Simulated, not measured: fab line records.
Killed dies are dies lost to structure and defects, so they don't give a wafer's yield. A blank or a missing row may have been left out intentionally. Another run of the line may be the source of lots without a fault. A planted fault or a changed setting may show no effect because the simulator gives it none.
Matching of chambers :: flow nand_harc :: cmp-01 running NHARC_P_CONTACT_CMP_24: 4 sister chambers
The step polishes, t overpolish 30 s, target thk 200 nm. 7 wafers are shown with their chamber, then 8 later ones without.

WAFERS WITH THEIR CHAMBER
wafer: L077.1
chamber: 0
motor_current_A (A): 12.7
time_to_endpoint_s (s): 43

wafer: L079.2
chamber: 2
motor_current_A (A): 12.4
time_to_endpoint_s (s): 41

wafer: L081.3
chamber: 2
motor_current_A (A): 12.8
time_to_endpoint_s (s): 40

wafer: L083.4
chamber: 1
motor_current_A (A): 12.0
time_to_endpoint_s (s): 42

wafer: L084.2
chamber: 3
motor_current_A (A): 11.3
time_to_endpoint_s (s): 41

wafer: L084.3
chamber: 1
motor_current_A (A): 11.9
time_to_endpoint_s (s): 42

wafer: L086.2
chamber: 3
motor_current_A (A): 11.4
time_to_endpoint_s (s): 39

WAFERS WHOSE CHAMBER IS MISSING
wafer: L086.3
motor_current_A (A): 10.9
time_to_endpoint_s (s): 40

wafer: L089.2
motor_current_A (A): 11.1
time_to_endpoint_s (s): 45

wafer: L089.3
motor_current_A (A): 11.1
time_to_endpoint_s (s): 38

wafer: L092.1
motor_current_A (A): 12.6
time_to_endpoint_s (s): 38

wafer: L094.3
motor_current_A (A): 10.8
time_to_endpoint_s (s): 40

wafer: L094.4
motor_current_A (A): 12.1
time_to_endpoint_s (s): 41

wafer: L097.2
motor_current_A (A): 11.5
time_to_endpoint_s (s): 42

wafer: L097.3
motor_current_A (A): 12.7
time_to_endpoint_s (s): 42

EACH ONE'S CHAMBER
wafer: L086.3
from the rows above: 3
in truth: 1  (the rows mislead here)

wafer: L089.2
from the rows above: can't be placed: 3 or 1
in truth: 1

wafer: L089.3
from the rows above: 3
in truth: 3

wafer: L092.1
from the rows above: 2
in truth: 2

wafer: L094.3
from the rows above: 3
in truth: 3

wafer: L094.4
from the rows above: can't be placed: 1 or 2
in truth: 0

wafer: L097.2
from the rows above: can't be placed: 3 or 1
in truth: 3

wafer: L097.3
from the rows above: can't be placed: 0 or 2
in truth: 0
Correct placement for 3 of the 8. From these rows, 4 cannot be placed; in 3 the true chamber is one of the candidates. Number placed wrongly: 1.
How it was worked out, from the rows above alone: a wafer's distance from a chamber is the root of the sum, over the readings, of the square of ((its reading less the chamber's mean) divided by the reading's scatter). If the next closest chamber is less than 2 further off than the closest, the wafer can't be placed; otherwise it belongs to the closest. A chamber's mean is the mean of its shown wafers. The scatter: take each reading less its chamber's mean, square it, sum over the shown wafers, divide by the number of wafers less the number of chambers, and take the root.
